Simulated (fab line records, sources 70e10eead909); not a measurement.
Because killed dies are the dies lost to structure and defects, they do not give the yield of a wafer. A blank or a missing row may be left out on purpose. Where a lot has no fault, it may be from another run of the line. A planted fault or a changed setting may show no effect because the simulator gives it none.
Chamber matching -- flow nand-harc -- NHARC_A_CONTACT_ETCH_75 on rie-diel-02: 4 sister chambers
The step etches the open film in CF4, target depth 39 nm, time 65 s. 14 wafers are shown with their chamber, then 7 later ones without.

EACH WAFER AND ITS CHAMBER
wafer,chamber,drypump-motor-current-A (A),showerhead-plenum-p-Torr (Torr),rf-vpp-V (V)
L484.1,1,6.2,1.86,151.5
L484.2,3,6.1,1.72,149.4
L484.5,1,6.2,1.86,152.4
L485.1,3,6.1,1.72,150.5
L485.3,0,5.8,1.67,149.8
L485.6,3,6.1,1.72,150.5
L486.2,1,6.3,1.85,154.0
L486.4,3,6.1,1.72,150.8
L486.5,0,5.8,1.67,147.9
L495.1,3,6.1,1.71,151.6
L495.2,0,5.8,1.66,149.8
L495.6,3,6.1,1.71,150.5
L494.2,0,5.8,1.66,150.1
L494.3,2,5.1,1.76,152.9

SIGNATURES (means of the wafers above)
reading,chamber 0,chamber 1,chamber 2,chamber 3,scatter within a chamber
drypump-motor-current-A,5.800,6.233,5.100,6.100,0.0258
showerhead-plenum-p-Torr,1.6650,1.8567,1.7600,1.7167,0.00548
rf-vpp-V,149.400,152.633,152.900,150.550,0.936
Rule: for a wafer and a chamber, the distance is found by dividing, reading by reading, the gap between the wafer's reading and the chamber's mean by the reading's scatter, squaring, summing and taking the root. The wafer belongs to the nearest chamber; if the next one is less than 2 further off, it can't be placed. How the scatter is found: for the shown wafers, subtract from each reading the mean of its chamber, square and add these, divide the total by (wafers less chambers), then take the root.

WAFERS WITHOUT THEIR CHAMBER
wafer,drypump-motor-current-A (A),showerhead-plenum-p-Torr (Torr),rf-vpp-V (V)
L494.6,5.8,1.66,149.4
L505.3,6.2,1.85,151.3
L505.4,6.1,1.71,151.2
L505.6,6.2,1.85,152.6
L507.1,6.1,1.71,150.6
L507.2,6.3,1.84,152.1
L507.6,6.1,1.71,149.4

EACH ONE'S CHAMBER
wafer,from the rows above,in truth
L494.6,0,0
L505.3,1,1
L505.4,3,3
L505.6,1,1
L507.1,3,3
L507.2,1,1
L507.6,3,3
Placed correctly: 7 of 7. Number that these rows cannot place: 0. Number placed wrongly: 0.
